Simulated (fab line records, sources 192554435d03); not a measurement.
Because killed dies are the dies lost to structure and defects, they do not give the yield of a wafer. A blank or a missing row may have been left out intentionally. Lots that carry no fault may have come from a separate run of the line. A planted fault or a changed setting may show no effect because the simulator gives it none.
fab line records	flow n5_finfet
[record] lots = 7	wafers = 21
route steps=1938 shown PMOS_HMC_CHANNEL_EPI@57 FIN_SAQP@109 SD_EPI_N@262
start_h: hours from the record's first day to the start of the lot's first wafer shown	wait_h: hours from the lot's prior step to this one	" repeats the value in the row above	L1.1+2: a row that stands for several wafers	- no value present, or no start provided	* or withheld: withheld	< > ~ a bound
route shown NAME@n: a module of which the file shows steps, and the number in the route of the first	usual: average and standard deviation across the fault-free wafers	same: alike in all rows	chamber/n: place in a boat	sites: readings site by site	_std_site: standard deviation of those values	_edge_site: mean of outer sites minus mean of inner sites	radius_mm: how far each site lies from the wafer's centre	mask NAME#n: copy n	behind: the last tool/chamber to shape the wafer	hold: what put the lot on hold/how long, in hours/how the hold closed	device: which transistor (n, p or np) failed to switch	end of line: tests run on the same wafers once the route is complete	a step given without rows: its recipe and nothing more	killed: count of dies lost to structure and defects at first sort (not the wafer's yield)	map: shows each die of a wafer: x if killed, . if not, _ if none is there
set.NAME: the setting as run; set.NAME@STEP: as run at that earlier step	model.NAME: the simulator's own value behind a step, which no gauge read
one table per step and one row per wafer, for lots whose settings were changed on purpose
[[steps]]
[step N5_PMOS_HMC_CHANNEL_EPI_HM_DEP_34]
[recipe] material = SiO2	target_thk_a = 360	temp_c = 400	precursor = TEOS/O2	pressure_torr = 6.5	rf_w = 900	teos_flow_sccm = 161.4	gas = O2	flow_sccm = 2650	time_s = 6.9
lot.wafer	tool	chamber	start_h	wait_h	set.time_s	model.SiO2_of_PMOS_HMC_CHANNEL_EPI_HM_DEP_34.thk_nm
L076.3	pecvd-01	1	29.03	0.0	6.9	36.94
L076.4	"	0	"	"	6.9	36.52
L076.6	"	1	"	"	6.9	36.88
L078.2	pecvd-03	2	40.99	0.0	6.9	36.16
L078.3	"	1	"	"	6.457	34.49
L078.5	"	0	"	"	6.457	35.01
L081.1	pecvd-01	1	58.88	0.0	6.9	36.02
L081.5	"	2	"	"	6.9	36.01
L081.6	"	0	"	"	6.9	35.99
L082.1	pecvd-03	0	64.92	0.0	6.9	35.84
L082.4	"	1	"	"	6.9	36.48
L082.5	"	0	"	"	6.9	36.71
L083.1	pecvd-01	1	71.12	0.0	6.9	35.67
L083.4	"	1	"	"	7.504	39.7
L083.6	"	0	"	"	7.504	39
L088.1	pecvd-01	2	101.58	0.0	6.9	34.82
L088.2	"	0	"	"	6.9	35.16
L088.6	"	0	"	"	6.9	35.55
L093.1	pecvd-01	1	131.80	0.0	5.929	30.31
L093.4	"	1	"	"	6.9	36.01
L093.5	"	1	"	"	6.9	35.92
[step N5_PMOS_HMC_CHANNEL_EPI_EXPOSE_06]
[recipe] mask_id = PMOS_HMC_BLK	na = 1.35	source_shape = conventional	sigma_outer = 0.8	polarization = unpolarized	target_cd_nm = 240	dose_mj = 41
lot.wafer	tool	chamber	start_h	wait_h	mask	set.dose_mj
L076.3	arfi_scanner-03	0	29.19	-	PMOS_HMC_BLK#0	43.32
L076.4+6	"	0	"	"	PMOS_HMC_BLK#0	41
L078.2+3	arfi_scanner-03	0	41.27	-	PMOS_HMC_BLK#0	41
L078.5	"	0	"	"	PMOS_HMC_BLK#0	43.98
L081.1+5	arfi_scanner-01	0	59.16	-	PMOS_HMC_BLK#0	41
L081.6	"	0	"	"	PMOS_HMC_BLK#0	39.97
L082.1+4+5	arfi_scanner-02	0	65.21	-	PMOS_HMC_BLK#0	41
L083.1+4+6	arfi_scanner-01	0	71.41	-	PMOS_HMC_BLK#0	41
L088.1	arfi_scanner-03	0	101.87	-	PMOS_HMC_BLK#0	41
L088.2+6	"	0	"	"	PMOS_HMC_BLK#0	38.18
L093.1+5	arfi_scanner-01	0	132.14	-	PMOS_HMC_BLK#0	43.67
L093.4	"	0	"	"	PMOS_HMC_BLK#0	41
[step N5_PMOS_HMC_CHANNEL_EPI_PEB_07]
[recipe] peb_temp_c = 110	peb_time_s = 60	resist = CAR-ArF-block
[step N5_PMOS_HMC_CHANNEL_EPI_DEVELOP_08]
[recipe] develop_time_s = 30	developer = TMAH	resist = CAR-ArF-block	dev_temp_c = 23	rinse_liquid = diw	dry = air_spin
[step N5_PMOS_HMC_CHANNEL_EPI_CD_MEAS_09]
[recipe] target_cd_nm = 237.4	landing_energy_ev = 500	detector = se_inlens
[usual] cd_nm = 237.0/0.8
lot.wafer	tool	chamber	start_h	wait_h	set.dose_mj@PMOS_HMC_CHANNEL_EPI_EXPOSE_06	cd_nm
L076.3	cd_sem-03	0	29.31	-	43.32	242.0
L076.4	"	0	"	"	41	236.9
L076.6	"	0	"	"	41	236.0
L078.2	cd_sem-03	0	41.39	-	41	236.3
L078.3	"	0	"	"	41	236.4
L078.5	"	0	"	"	43.98	240.9
L081.1	cd_sem-01	0	59.28	-	41	237.4
L081.5	"	0	"	"	41	236.7
L081.6	"	0	"	"	39.97	235.0
L082.1	cd_sem-03	0	65.33	-	41	237.2
L082.4	"	0	"	"	41	236.8
L082.5	"	0	"	"	41	237.5
L083.1	cd_sem-03	0	71.54	-	41	237.1
L083.4	"	0	"	"	41	237.2
L083.6	"	0	"	"	41	236.7
L088.1	cd_sem-02	0	102.00	-	41	237.9
L088.2	"	0	"	"	38.18	229.6
L088.6	"	0	"	"	38.18	230.4
L093.1	cd_sem-01	0	132.26	-	43.67	242.4
L093.4	"	0	"	"	41	235.5
L093.5	"	0	"	"	43.67	241.3
[step N5_PMOS_HMC_CHANNEL_EPI_DESCUM_14]
[recipe] chemistry = O2	time_s = 7.9	source_power_w = 50	bias_power_w = 20	pressure_mtorr = 20	rf_frequency_hz = 2.712e+07	temp_c = 40	resist = CAR-ArF-block	o2_flow_sccm = 225
lot.wafer	tool	chamber	start_h	wait_h	set.dose_mj@PMOS_HMC_CHANNEL_EPI_EXPOSE_06	model.PMOS_HMC_CHANNEL_EPI.cd_nm
L076.3	rie_diel-01	2	29.75	0.4	43.32	242
L076.4	"	0	"	"	41	236.9
L076.6	"	3	"	"	41	236.1
L078.2	rie_diel-01	1	41.48	0.0	41	236.4
L078.3	"	3	"	"	41	236.2
L078.5	"	2	"	"	43.98	240.8
L081.1	rie_diel-04	0	59.37	0.0	41	237.5
L081.5	"	0	"	"	41	237.1
L081.6	"	2	"	"	39.97	234.9
L082.1	rie_diel-04	0	65.42	0.0	41	237.7
L082.4	"	2	"	"	41	236.7
L082.5	"	3	"	"	41	237.5
L083.1	rie_diel-04	2	71.62	0.0	41	236.9
L083.4	"	1	"	"	41	237.2
L083.6	"	2	"	"	41	236.6
L088.1	rie_diel-05	2	102.44	0.4	41	237.8
L088.2	"	0	"	"	38.18	229.7
L088.6	"	1	"	"	38.18	230.5
L093.1	rie_diel-04	1	132.47	0.2	43.67	242.4
L093.4	"	0	"	"	41	235.8
L093.5	"	1	"	"	43.67	241.5
[step N5_PMOS_HMC_CHANNEL_EPI_ETCH_32]
[recipe] chemistry = N2/H2	target = BARC	stop_on = SiO2	target_depth_a = 858	over_etch_frac = 0.3	time_s = 50.3	ion_energy_ev = 200	mask_material = CAR-ArF-block	pressure_mtorr = 30	source_w = 840	bias_w = 150	n2_flow_sccm = 200	h2_flow_sccm = 200
lot.wafer	tool	chamber	start_h	wait_h	set.dose_mj@PMOS_HMC_CHANNEL_EPI_EXPOSE_06	model.PMOS_HMC_CHANNEL_EPI.cd_nm
L076.3	rie_diel-01	2	29.79	0.0	43.32	244.6
L076.4	"	0	"	"	41	238.6
L076.6	"	3	"	"	41	238
L078.2	rie_diel-01	1	41.52	0.0	41	238.9
L078.3	"	3	"	"	41	238.6
L078.5	"	2	"	"	43.98	243.4
L081.1	rie_diel-04	0	59.41	0.0	41	241.3
L081.5	"	0	"	"	41	241.2
L081.6	"	2	"	"	39.97	237.6
L082.1	rie_diel-04	0	65.46	0.0	41	241.3
L082.4	"	2	"	"	41	239.2
L082.5	"	3	"	"	41	240.2
L083.1	rie_diel-04	2	71.66	0.0	41	239.6
L083.4	"	1	"	"	41	239.5
L083.6	"	2	"	"	41	239.2
L088.1	rie_diel-05	2	102.48	0.0	41	241.8
L088.2	"	0	"	"	38.18	231.9
L088.6	"	1	"	"	38.18	233.3
L093.1	rie_diel-04	1	132.50	0.0	43.67	244.7
L093.4	"	0	"	"	41	239.2
L093.5	"	1	"	"	43.67	244.2
[step N5_PMOS_HMC_CHANNEL_EPI_HM_OPEN_15]
[recipe] chemistry = CHF3/O2	target = SiO2	mask_material = CAR-ArF-block	target_depth_a = 406	CHF3_flow_sccm = 50	O2_flow_sccm = 5	Ar_flow_sccm = 200	time_s = 20.3	pressure_mtorr = 30	source_w = 650	bias_w = 170	ion_energy_ev = 200
lot.wafer	tool	chamber	start_h	wait_h	set.dose_mj@PMOS_HMC_CHANNEL_EPI_EXPOSE_06	model.PMOS_HMC_CHANNEL_EPI.cd_nm
L076.3	rie_diel-01	2	29.83	0.0	43.32	244.7
L076.4	"	0	"	"	41	238.6
L076.6	"	3	"	"	41	238
L078.2	rie_diel-01	1	41.56	0.0	41	238.8
L078.3	"	3	"	"	41	238.7
L078.5	"	2	"	"	43.98	243.5
L081.1	rie_diel-04	0	59.45	0.0	41	241.4
L081.5	"	0	"	"	41	241.3
L081.6	"	2	"	"	39.97	237.6
L082.1	rie_diel-04	0	65.50	0.0	41	241.3
L082.4	"	2	"	"	41	239.2
L082.5	"	3	"	"	41	240.1
L083.1	rie_diel-04	2	71.70	0.0	41	239.6
L083.4	"	1	"	"	41	239.4
L083.6	"	2	"	"	41	239.1
L088.1	rie_diel-05	2	102.52	0.0	41	241.8
L088.2	"	0	"	"	38.18	231.9
L088.6	"	1	"	"	38.18	233.3
L093.1	rie_diel-04	1	132.54	0.0	43.67	244.7
L093.4	"	0	"	"	41	239.3
L093.5	"	1	"	"	43.67	244.2
[step N5_PMOS_HMC_CHANNEL_EPI_STRIP_33]
[recipe] chemistry = N2/H2	power_w = 500	temp_c = 40	pressure_mtorr = 50	rf_frequency_hz = 6e+07	overash_fraction = 0.3	bias_power_w = 8	h2_frac = 0.5	n2_flow_sccm = 300	h2_flow_sccm = 300
[step N5_PMOS_HMC_CHANNEL_EPI_STRIP_17]
[recipe] chemistry = SPM	time_s = 750	temp_c = 130	h2so4_h2o2_vol_ratio = 4	dry = ipa_marangoni
[step N5_PMOS_HMC_CHANNEL_EPI_ETCH_38]
[recipe] chemistry = CF4	target = SiO2	target_depth_a = 15	ion_energy_ev = 350	pressure_mtorr = 10	icp_w = 800	bias_w = 400	cf4_flow_sccm = 80
lot.wafer	tool	chamber	start_h	wait_h	set.time_s@PMOS_HMC_CHANNEL_EPI_HM_DEP_34	model.SiO2_of_PMOS_HMC_CHANNEL_EPI_HM_DEP_34.thk_nm
L076.3	rie_si-06	1	30.19	0.0	6.9	35.46
L076.4	"	2	"	"	6.9	35.02
L076.6	"	2	"	"	6.9	35.38
L078.2	rie_si-06	2	41.92	0.0	6.9	34.65
L078.3	"	0	"	"	6.457	32.9
L078.5	"	0	"	"	6.457	33.43
L081.1+5	rie_si-06	2	59.81	0.0	6.9	34.49
L081.6	"	1	"	"	6.9	34.41
L082.1	rie_si-04	0	65.86	0.0	6.9	34.32
L082.4	"	2	"	"	6.9	34.92
L082.5	"	0	"	"	6.9	35.2
L083.1	rie_si-06	2	72.06	0.0	6.9	34.07
L083.4	"	0	"	"	7.504	38.08
L083.6	"	0	"	"	7.504	37.34
L088.1	rie_si-06	2	102.88	0.0	6.9	33.25
L088.2	"	1	"	"	6.9	33.65
L088.6	"	3	"	"	6.9	34.06
L093.1	rie_si-06	0	132.90	0.0	5.929	28.71
L093.4	"	2	"	"	6.9	34.51
L093.5	"	0	"	"	6.9	34.31
[step N5_FIN_SAQP_PEB_14]
[recipe] peb_temp_c = withheld	peb_time_s = 60	resist = CAR-ArF
lot.wafer	tool	chamber	start_h	wait_h	set.peb_time_s
L076.3+4	litho_track-03	0	34.81	0.0	65.67
L076.6	"	0	"	"	60
L078.2+3+5	litho_track-01	0	45.98	0.0	60
L081.1	litho_track-01	0	64.10	0.1	60
L081.5+6	"	0	"	"	70.16
L082.1+4+5	litho_track-01	0	69.85	0.1	60
L083.1+6	litho_track-02	0	76.14	0.1	54.52
L083.4	"	0	"	"	60
L088.1+2+6	litho_track-02	0	107.65	0.1	60
L093.1+4	litho_track-03	0	137.31	0.1	60
L093.5	"	0	"	"	55.61
[step N5_FIN_SAQP_DEVELOP_15]
[recipe] develop_time_s = 30	developer = TMAH	resist = CAR-ArF	dev_temp_c = 23	rinse_liquid = diw	dry = air_spin
lot.wafer	tool	chamber	start_h	wait_h	set.develop_time_s
L076.3+4+6	litho_track-03	0	-	-	30
L078.2+5	litho_track-01	0	-	-	24.07
L078.3	"	0	"	"	30
L081.1+5+6	litho_track-01	0	-	-	30
L082.1+4+5	litho_track-01	0	-	-	30
L083.1	litho_track-02	0	-	-	36.05
L083.4+6	"	0	"	"	30
L088.1+2+6	litho_track-02	0	-	-	30
L093.1+5	litho_track-03	0	-	-	30
L093.4	"	0	"	"	36.48
[step N5_FIN_SAQP_CD_MEAS_16]
[recipe] target_cd_nm = 35.6	landing_energy_ev = 500	detector = se_inlens
[usual] cd_nm = 35.7/0.33
lot.wafer	tool	chamber	start_h	wait_h	set.peb_time_s@FIN_SAQP_PEB_14	cd_nm
L076.3	cd_sem-02	0	34.88	-	65.67	34.6
L076.4	"	0	"	"	65.67	34.6
L076.6	"	0	"	"	60	35.7
L078.2	cd_sem-03	0	46.04	-	60	36.0
L078.3	"	0	"	"	60	35.4
L078.5	"	0	"	"	60	35.9
L081.1	cd_sem-02	0	64.17	-	60	35.8
L081.5	"	0	"	"	70.16	33.6
L081.6	"	0	"	"	70.16	33.2
L082.1	cd_sem-03	0	69.92	-	60	35.7
L082.4	"	0	"	"	60	35.2
L082.5	"	0	"	"	60	35.3
L083.1	cd_sem-02	0	76.20	-	54.52	36.7
L083.4	"	0	"	"	60	35.7
L083.6	"	0	"	"	54.52	36.6
L088.1	cd_sem-02	0	107.71	-	60	36.3
L088.2	"	0	"	"	60	35.9
L088.6	"	0	"	"	60	35.9
L093.1	cd_sem-03	0	137.38	-	60	36.2
L093.4	"	0	"	"	60	36.1
L093.5	"	0	"	"	55.61	37.1
[step N5_SD_EPI_N_COAT_32]
[recipe] resist = SOC	temp_c = 250	time_s = 60	spin_rpm = 1500	resist_thk_nm = 350
lot.wafer	tool	chamber	start_h	wait_h	set.spin_rpm	model.SOC_of_SD_EPI_N_COAT_32.thk_nm
L076.3	litho_track-03	0	61.75	0.0	1500	350.2
L076.4	"	0	"	"	1500	349.6
L076.6	"	0	"	"	1500	350.6
L078.2	litho_track-01	0	73.13	0.0	1500	349.8
L078.3	"	0	"	"	1444	356.4
L078.5	"	0	"	"	1444	356.6
L081.1	litho_track-03	0	90.87	0.0	1500	349.6
L081.5	"	0	"	"	1500	349.2
L081.6	"	0	"	"	1500	348.8
L082.1	litho_track-03	0	96.97	0.0	1500	348.4
L082.4	"	0	"	"	1500	347.8
L082.5	"	0	"	"	1500	347
L083.1	litho_track-01	0	102.53	0.0	1500	349.8
L083.4	"	0	"	"	1500	351.2
L083.6	"	0	"	"	1587	340.8
L088.1	litho_track-01	0	135.70	0.0	1500	349.8
L088.2	"	0	"	"	1654	333
L088.6	"	0	"	"	1654	332.8
L093.1+5	litho_track-03	0	164.15	0.0	1621	336.4
L093.4	"	0	"	"	1500	349.6
[step N5_SD_EPI_N_EPI_21]
[recipe] material = Si:P	dopant = P	temp_c = 680	pressure_torr = 255	time_s = 690
lot.wafer	tool	chamber	start_h	wait_h	set.temp_c	model.Si-P_of_SD_EPI_N_EPI_21.thk_nm
L076.3	epi_rpcvd-04	0	64.49	0.7	680	58.4
L076.4	"	0	"	"	684.6	62.8
L076.6	"	0	"	"	680	58
L078.2	epi_rpcvd-04	0	75.71	0.5	680	59.4
L078.3	"	0	"	"	680	59.8
L078.5	"	0	"	"	680	60.4
L081.1	epi_rpcvd-02	0	93.06	0.1	681.7	60.2
L081.5	"	0	94.18	1.1	680	58.4
L081.6	"	0	"	"	680	58.6
L082.1+4	epi_rpcvd-01	0	99.01	0.1	680	58.6
L082.5	"	0	100.13	1.1	680	58.4
L083.1	epi_rpcvd-01	0	104.68	0.1	684.6	64.2
L083.4	"	0	"	"	680	58.2
L083.6	"	0	"	"	684.6	63.8
L088.1	epi_rpcvd-02	0	137.71	0.1	675.9	54.8
L088.2	"	0	"	"	680	59
L088.6	"	0	139.11	1.4	675.9	54.6
L093.1	epi_rpcvd-02	0	166.46	0.2	680	59
L093.4	"	0	167.58	1.2	677.5	57.8
L093.5	"	0	"	"	677.5	57
[step N5_SD_EPI_N_EPI_MEAS_23]
[recipe] mode = xrd
[usual] thk_nm = 58.7/1.2
lot.wafer	tool	chamber	start_h	wait_h	set.temp_c@SD_EPI_N_EPI_21	thk_nm
L076.3	film_metro-02	-	65.66	0.9	680	59.3
L076.4	"	-	"	"	684.6	63.0
L076.6	"	-	"	"	680	59.0
L078.2	film_metro-01	-	77.61	1.5	680	58.0
L078.3	"	-	"	"	680	59.1
L078.5	"	-	"	"	680	59.2
L081.1	film_metro-02	-	94.77	1.4	681.7	59.2
L081.5	"	-	"	"	680	57.7
L081.6	"	-	"	"	680	58.4
L082.1	film_metro-01	-	100.73	1.4	680	56.5
L082.4	"	-	"	"	680	59.0
L082.5	"	-	"	"	680	58.0
L083.1	film_metro-02	-	106.39	1.4	684.6	63.3
L083.4	"	-	"	"	680	58.5
L083.6	"	-	"	"	684.6	63.7
L088.1	film_metro-01	-	139.44	1.5	675.9	54.9
L088.2	"	-	"	"	680	60.5
L088.6	"	-	"	"	675.9	55.7
L093.1	film_metro-02	-	168.75	1.9	680	57.7
L093.4	"	-	"	"	677.5	57.0
L093.5	"	-	"	"	677.5	56.8
[step N5_SD_EPI_N_PRECLEAN_24]
[recipe] chemistry = O3/DIW	time_s = 60	temp_c = 22	o3_ppm = 10
lot.wafer	tool	chamber	start_h	wait_h	set.temp_c@SD_EPI_N_EPI_21	model.Si-P_of_SD_EPI_N_EPI_21.thk_nm
L076.3	wet_bench-01	6	65.69	0.0	680	58
L076.4	"	1	"	"	684.6	62.4
L076.6	"	5	"	"	680	57.8
L078.2	wet_bench-01	1	77.65	0.0	680	59
L078.3	"	0	"	"	680	59.4
L078.5	"	2	"	"	680	60
L081.1	wet_bench-01	3	94.81	0.0	681.7	59.8
L081.5	"	0	"	"	680	58
L081.6	"	6	"	"	680	58.4
L082.1+4	wet_bench-01	2,5	100.77	0.0	680	58.2
L082.5	"	4	"	"	680	58
L083.1	wet_bench-01	6	106.43	0.0	684.6	63.8
L083.4	"	7	"	"	680	57.8
L083.6	"	4	"	"	684.6	63.4
L088.1	wet_bench-04	4	139.47	0.0	675.9	54.4
L088.2	"	6	"	"	680	58.6
L088.6	"	3	"	"	675.9	54.2
L093.1	wet_bench-06	6	168.79	0.0	680	58.6
L093.4	"	3	"	"	677.5	57.4
L093.5	"	7	"	"	677.5	56.6
[[key]]
[split] step = N5_PMOS_HMC_CHANNEL_EPI_HM_DEP_34	setting = time_s	stated = 6.9	by = wafer
[response] step = N5_PMOS_HMC_CHANNEL_EPI_HM_DEP_34	reading = model.SiO2_of_PMOS_HMC_CHANNEL_EPI_HM_DEP_34.thk_nm	change = +0.382	per = 1%	r = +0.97
[response] step = N5_PMOS_HMC_CHANNEL_EPI_ETCH_38	reading = model.SiO2_of_PMOS_HMC_CHANNEL_EPI_HM_DEP_34.thk_nm	change = +0.385	per = 1%	r = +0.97
[split] step = N5_PMOS_HMC_CHANNEL_EPI_EXPOSE_06	setting = dose_mj	stated = 41	by = wafer
[response] step = N5_PMOS_HMC_CHANNEL_EPI_CD_MEAS_09	reading = cd_nm	change = +0.915	per = 1%	r = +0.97
[response] step = N5_PMOS_HMC_CHANNEL_EPI_DESCUM_14	reading = model.PMOS_HMC_CHANNEL_EPI.cd_nm	change = +0.903	per = 1%	r = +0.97
[response] step = N5_PMOS_HMC_CHANNEL_EPI_ETCH_32	reading = model.PMOS_HMC_CHANNEL_EPI.cd_nm	change = +0.969	per = 1%	r = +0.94
[response] step = N5_PMOS_HMC_CHANNEL_EPI_HM_OPEN_15	reading = model.PMOS_HMC_CHANNEL_EPI.cd_nm	change = +0.977	per = 1%	r = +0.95
[split] step = N5_FIN_SAQP_PEB_14	setting = peb_time_s	stated = 60	by = wafer
[response] step = N5_FIN_SAQP_CD_MEAS_16	reading = cd_nm	change = -0.13	per = 1%	r = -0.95
[split] step = N5_FIN_SAQP_DEVELOP_15	setting = develop_time_s	stated = 30	by = wafer
response none clear
[split] step = N5_SD_EPI_N_COAT_32	setting = spin_rpm	stated = 1500	by = wafer
[response] step = N5_SD_EPI_N_COAT_32	reading = model.SOC_of_SD_EPI_N_COAT_32.thk_nm	change = -1.66	per = 1%	r = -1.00
[split] step = N5_SD_EPI_N_EPI_21	setting = temp_c	stated = 680	by = wafer
[response] step = N5_SD_EPI_N_EPI_21	reading = model.Si-P_of_SD_EPI_N_EPI_21.thk_nm	change = +7.21	per = 1%	r = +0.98
[response] step = N5_SD_EPI_N_EPI_MEAS_23	reading = thk_nm	change = *	per = 1%	r = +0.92
[response] step = N5_SD_EPI_N_PRECLEAN_24	reading = model.Si-P_of_SD_EPI_N_EPI_21.thk_nm	change = +7.14	per = 1%	r = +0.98
